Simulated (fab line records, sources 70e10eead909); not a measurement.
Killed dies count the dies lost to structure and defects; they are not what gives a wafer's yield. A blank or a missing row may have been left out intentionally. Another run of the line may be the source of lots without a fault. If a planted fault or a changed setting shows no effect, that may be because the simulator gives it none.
fab line records	flow nand-harc
[record] lots = 12	wafers = 36	last-day = 23
route steps=1159 shown P_M0@278 P_M1@296
lots that met no fault: taken from a fault-free run of the same line
start-h: start of the lot's first displayed wafer, in hours after the record's first day	wait-h: how many hours have passed since the lot's step before this one	" repeats the value in the row above	L1.1+2: a row that stands for several wafers	- either no value or no given start	* or withheld: withheld	< > ~ a bound
route shown NAME@n: a module of which the file shows steps, and the number in the route of the first	usual: average and standard deviation across the fault-free wafers	same: alike in all rows	chamber/n: place in a boat	sites: per-site readings	_std_site: their standard deviation	_edge_site: the outer-site mean with the inner-site mean subtracted	radius-mm: how far each site lies from the wafer's centre	mask NAME#n: copy n	behind: the tool/chamber that last shaped the wafer	hold: why the lot was held/for how many hours/how that ended	device: whichever transistor did not switch (one of n, p or np)	end of line: the tests these same wafers got at the end of their route	a step without rows: its recipe alone	killed: dies lost to structure and defects at the first sort, not the wafer's yield	map: per-die view of a wafer (x killed, . not killed, _ where there is no die)
set.NAME: the run value of the setting; set.NAME@STEP: its run value at that earlier step	model.NAME: the simulator's own value behind a step, which no gauge read
a sample of lots followed through the steps of the route, with each step as a table and each wafer as a row
services: a tool's chamber out of use, with start hour (start-h, from the record's first day; less than 0 if before it), hours out, and reason
[[steps]]
[step NHARC_P_M0_CMP_23]
[recipe] t-overpolish-s = 20	target-thk-nm = 117.53
[usual] motor-current-A = 12.1/0.85	time-to-endpoint-s = 27.9/2.8
lot.wafer	tool	chamber	start-h	wait-h	motor-current-A	time-to-endpoint-s
L603.2	cmp-01	3	128.57	-	13.3	28.3
L603.5	"	0	"	"	11.5	26.5
L603.6	"	1	"	"	10.5	30.0
L602.1	cmp-03	3	129.17	-	13.0	27.3
L602.3	"	2	"	"	12.1	28.5
L602.6	"	3	"	"	13.4	25.2
L601.4	cmp-01	1	129.72	-	10.6	26.5
L601.3	"	2	"	"	11.7	22.2
L601.1	"	0	"	"	12.5	23.2
L604.4	cmp-03	3	138.92	-	12.9	27.5
L604.3	"	1	"	"	12.7	28.6
L604.2	"	2	"	"	12.5	26.4
L605.3	cmp-01	2	139.48	-	12.3	27.3
L605.4	"	1	"	"	10.8	32.2
L605.6	"	2	"	"	12.3	28.9
L606.3	cmp-01	2	146.81	-	12.5	28.6
L606.4	"	3	"	"	12.8	25.5
L606.5	"	1	"	"	11.1	29.1
L607.2	cmp-02	2	153.80	-	11.2	33.3
L607.6	"	3	"	"	12.1	31.5
L607.5	"	0	"	"	11.9	26.6
L615.3	cmp-01	3	220.71	-	12.8	27.1
L615.2	"	0	"	"	12.3	26.5
L615.1	"	1	"	"	11.1	26.7
L618.3	cmp-03	1	221.24	-	12.5	28.9
L618.1	"	2	"	"	12.1	29.8
L618.6	"	0	"	"	11.3	29.9
L619.3	cmp-01	2	230.25	-	12.6	24.2
L619.1	"	0	"	"	12.1	22.7
L619.6	"	2	"	"	12.9	23.9
L620.3	cmp-03	3	230.38	-	12.7	25.6
L620.1	"	2	"	"	11.8	27.4
L620.6	"	0	"	"	11.4	24.7
L621.1	cmp-02	2	233.72	-	10.9	32.6
L621.4	"	0	"	"	11.2	26.5
L621.2	"	1	"	"	13.3	29.9
[step NHARC_P_M1_OVL_MEAS_10]
[recipe] pitch-nm = 260
[usual] overlay-x-nm = 0.1/0.82	overlay-y-nm = 0.0/0.82
lot.wafer	tool	chamber	start-h	wait-h	overlay-x-nm	overlay-y-nm
L603.2	overlay-01	-	130.46	-	1.2	-1.0
L603.5	"	-	"	"	0.1	-0.5
L603.6	"	-	"	"	0.5	-0.8
L602.1	overlay-01	-	131.14	-	0.7	0.3
L602.3	"	-	"	"	0.8	0.0
L602.6	"	-	"	"	0.5	0.0
L601.1	overlay-01	-	131.69	-	0.8	-0.5
L601.3	"	-	"	"	0.2	-0.3
L601.4	"	-	"	"	1.1	-0.1
L604.2	overlay-01	-	140.91	-	-1.4	1.4
L604.3	"	-	"	"	-1.5	1.2
L604.4	"	-	"	"	-1.9	1.2
L605.3	overlay-01	-	141.31	-	0.5	-0.8
L605.4	"	-	"	"	0.5	-1.3
L605.6	"	-	"	"	1.1	-1.0
L606.3	overlay-01	-	148.70	-	-0.1	-0.8
L606.4	"	-	"	"	0.8	-0.2
L606.5	"	-	"	"	0.6	-0.8
L607.2	overlay-01	-	155.62	-	-0.9	0.7
L607.5	"	-	"	"	-0.5	1.2
L607.6	"	-	"	"	-0.5	0.5
L615.1	overlay-02	-	222.67	-	-0.5	-0.7
L615.2	"	-	"	"	-0.7	-0.3
L615.3	"	-	"	"	0.2	-1.1
L618.1	overlay-01	-	223.16	-	0.4	0.6
L618.3	"	-	"	"	0.4	0.3
L618.6	"	-	"	"	0.4	0.2
L619.1	overlay-01	-	232.38	-	-0.2	-0.1
L619.3	"	-	"	"	-0.3	-1.0
L619.6	"	-	"	"	-1.0	-0.3
L620.1	overlay-02	-	232.61	-	1.2	1.4
L620.3	"	-	"	"	1.6	1.4
L620.6	"	-	"	"	1.6	1.5
L621.1	overlay-01	-	235.67	-	0.8	-0.8
L621.2	"	-	"	"	0.0	-1.2
L621.4	"	-	"	"	0.5	-1.0
[step NHARC_P_M1_ETCH_15]
[recipe] target-depth-a = 1825	time-s = 91.2	c4f8-flow-sccm = withheld	ar-flow-sccm = 400	rf-w = 600	bias-w = 300	chemistry = C4F8/Ar
[usual] oes-product-au = 0.956/0.022	rf-vpp-V = 440.1/2.4	run-length-s = 112.7/0.48
lot.wafer	tool	chamber	start-h	wait-h	oes-product-au	rf-hours-counter-h	rf-vpp-V	run-length-s
L603.2	rie-diel-07	2	130.74	-	0.962	2	438.8	111.6
L603.6	"	1	"	"	0.956	-	441.9	112.0
L603.5	"	2	"	"	0.947	-	438.9	112.5
L602.3	rie-diel-10	0	131.42	-	0.922	10	441.1	113.2
L602.1	"	1	"	"	0.929	8	441.8	112.3
L602.6	"	0	"	"	0.927	-	442.7	113.0
L601.1	rie-diel-07	3	131.96	-	0.968	2	439.3	111.6
L601.3	"	1	"	"	0.962	2	443.4	112.3
L601.4	"	2	"	"	0.973	2	440.1	111.8
L604.2	rie-diel-09	2	141.19	-	0.950	4	438.1	112.3
L604.4	"	3	"	"	0.985	5	438.3	113.5
L604.3	"	0	"	"	0.958	5	440.6	113.1
L605.4	rie-diel-09	3	141.58	-	0.981	5	438.5	113.3
L605.3	"	1	"	"	0.959	4	440.4	112.5
L605.6	"	3	"	"	0.984	-	436.6	113.2
L606.3	rie-diel-09	1	148.98	-	0.983	4	439.4	112.2
L606.4	"	2	"	"	0.962	4	437.1	113.1
L606.5	"	1	"	"	0.990	-	440.0	112.6
L607.2	rie-diel-10	2	155.89	-	0.939	10	442.9	113.4
L607.6	"	2	"	"	0.937	-	443.2	113.1
L607.5	"	3	"	"	0.926	-	436.3	113.3
L615.1	rie-diel-09	1	222.94	-	0.971	9	439.7	112.8
L615.3	"	3	"	"	0.988	9	439.2	104.2
L615.2	"	0	"	"	0.974	9	441.2	112.9
L618.3	rie-diel-07	0	223.43	-	0.916	4	444.6	113.1
L618.1	"	3	"	"	0.918	3	436.6	111.8
L618.6	"	1	"	"	0.908	-	441.9	112.1
L619.1	rie-diel-10	0	232.65	-	0.932	3	441.7	113.4
L619.3	"	3	"	"	0.954	2	437.2	112.4
L619.6	"	1	"	"	0.949	-	441.4	112.4
L620.3	rie-diel-10	1	233.03	-	0.959	3	441.3	112.5
L620.1	"	2	"	"	0.956	2	442.9	113.3
L620.6	"	1	"	"	0.961	-	441.8	113.0
L621.2	rie-diel-10	3	235.97	-	0.959	3	437.6	112.6
L621.1	"	1	"	"	0.954	3	442.3	112.3
L621.4	"	2	"	"	0.956	-	442.8	113.2
[step NHARC_P_M1_ETCH_28]
[recipe] target-depth-a = 300	over-etch-frac = 0.3	time-s = 72.99	ion-energy-ev = 150	cf4-flow-sccm = 50	n2-flow-sccm = 100	ar-flow-sccm = 150	rf-w = 300	bias-w = 100	chemistry = CF4/N2
[usual] drypump-motor-current-A = 5.85/0.25	oes-product-au = 0.998/0.011	rf-vpp-V = 313.9/1.7	run-length-s = 94.4/0.52	showerhead-plenum-p-Torr = 2.61/0.092	throttle-valve-pct = 19.795/0.0094
lot.wafer	tool	chamber	start-h	wait-h	drypump-motor-current-A	oes-product-au	rf-hours-counter-h	rf-vpp-V	run-length-s	showerhead-plenum-p-Torr	throttle-valve-pct
L603.2	rie-diel-07	1	-	-	5.73	1.000	2	315.2	93.9	2.66	19.808
L603.6	"	2	"	"	5.50	0.997	-	313.6	93.4	2.58	19.787
L603.5	"	3	"	"	5.77	0.992	-	313.7	93.7	2.56	19.808
L602.1	rie-diel-09	2	-	-	6.31	0.997	4	312.2	94.5	2.48	19.799
L602.3	"	3	"	"	6.02	1.006	5	313.6	94.8	2.50	19.782
L602.6	"	0	"	"	6.09	0.984	-	315.1	94.8	2.64	19.801
L601.4	rie-diel-10	3	-	-	5.88	1.008	8	310.6	94.2	2.47	19.796
L601.3	"	0	"	"	5.89	0.998	10	313.5	94.8	2.61	19.800
L601.1	"	1	"	"	5.36	1.002	8	315.9	94.9	2.69	19.793
L604.2	rie-diel-07	1	-	-	5.73	0.987	2	313.7	94.0	2.66	19.774
L604.4	"	2	"	"	5.51	0.997	2	311.7	93.4	2.58	19.783
L604.3	"	3	"	"	5.74	0.985	2	312.8	93.6	2.56	19.799
L605.4	rie-diel-10	0	-	-	5.88	0.990	11	314.0	95.2	2.61	19.809
L605.3	"	1	"	"	5.32	1.014	9	315.1	94.2	2.69	19.786
L605.6	"	3	"	"	5.85	1.003	-	310.6	94.3	2.47	19.817
L606.4	rie-diel-07	0	-	-	6.11	0.996	2	316.6	94.7	2.78	19.810
L606.3	"	2	"	"	5.51	0.991	2	314.9	93.9	2.58	19.793
L606.5	"	3	"	"	5.74	0.987	-	313.6	93.6	2.56	19.774
L607.2	rie-diel-09	2	-	-	6.32	0.994	4	312.4	94.1	2.48	19.786
L607.6	"	3	"	"	5.99	0.997	-	313.7	94.6	2.50	19.799
L607.5	"	0	"	"	6.09	0.987	-	315.0	94.6	2.64	19.779
L615.2	rie-diel-10	2	-	-	5.93	1.001	2	316.6	95.5	2.73	19.788
L615.1	"	0	"	"	5.89	0.993	2	314.1	95.1	2.60	19.803
L615.3	"	1	"	"	5.36	1.007	2	315.4	94.0	2.69	19.782
L618.1	rie-diel-09	0	-	-	6.12	1.007	9	313.9	94.7	2.63	19.814
L618.3	"	1	"	"	5.80	0.997	9	312.3	94.2	2.58	19.777
L618.6	"	3	"	"	6.00	1.019	-	312.1	94.7	2.49	19.803
L619.3	rie-diel-10	0	-	-	5.89	0.992	3	315.8	94.9	2.60	19.801
L619.1	"	2	"	"	5.92	0.997	2	314.7	95.1	2.73	19.797
L619.6	"	3	"	"	5.86	0.996	-	312.8	94.5	2.47	19.786
L620.1	rie-diel-09	2	-	-	6.32	1.014	10	312.0	94.3	2.48	19.778
L620.3	"	3	"	"	6.02	1.029	10	311.2	94.6	2.49	19.791
L620.6	"	0	"	"	6.06	1.016	-	314.0	94.8	2.63	19.800
L621.1	rie-diel-09	1	-	-	5.80	1.012	10	312.8	94.3	2.58	19.789
L621.4	"	2	"	"	6.29	1.025	10	312.9	94.2	2.48	19.797
L621.2	"	3	"	"	6.01	1.025	11	312.9	94.7	2.49	19.788
[[services]]
tool	chamber	start-h	hours	kind
rie-diel-10	0	106.50	-	clean
rie-diel-10	1	106.50	-	clean
rie-diel-10	2	106.50	-	clean
rie-diel-10	3	106.50	-	clean
rie-diel-09	0	110.60	-	clean
rie-diel-09	1	110.60	-	clean
rie-diel-09	2	110.60	-	clean
rie-diel-09	3	110.60	-	clean
cmp-01	-	126.16	0.8	repair
cmp-02	-	128.61	4.0	pm
rie-diel-09	-	129.31	0.2	repair
rie-diel-10	0	131.00	-	clean
rie-diel-10	1	131.00	-	clean
cmp-03	-	156.22	4.0	pm
rie-diel-07	3	170.15	20.9	repair
rie-diel-10	-	176.50	9.0	pm
cmp-01	-	179.18	1.2	repair
cmp-02	-	185.38	1.0	repair
cmp-01	-	188.53	2.1	repair
cmp-02	-	208.15	2.0	repair
rie-diel-07	-	217.39	0.5	repair
cmp-02	-	226.72	4.0	pm
rie-diel-07	-	228.20	9.0	pm
cmp-03	-	233.60	3.9	repair
[[key]]
[first-sign] step = NHARC_P_M1_ETCH_15	reading = run-length-s	direction = down	sigmas = 18	usual = *	struck = *
effect none on later readings
met-at NHARC_P_M1_ETCH_15
struck-lots L615
struck-wafers L615.3
later-rows-left-out L615.3
sort-left-out L615.3
not-acting-at NHARC_P_M0_CMP_23,NHARC_P_M1_OVL_MEAS_10,NHARC_P_M1_ETCH_28
onset-between 148.98 222.94
[fault] kind = process-parameter-drift	tool = rie-diel-09	chamber = -	onset-h = 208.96	steps = NHARC_P_M1_ETCH_15	channel = time-s	offset = *	shape = step	end-h = 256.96	scope = struck-wafers-only	acts-in = *	stated = *
// sort-left-out: the simulated sort isn't trusted on such a fault, so these wafers' sort isn't shown, and their yield isn't known
// later-rows-left-out: the simulator's readings of these wafers behind a module that went badly wrong aren't trusted and aren't shown, but for the sort
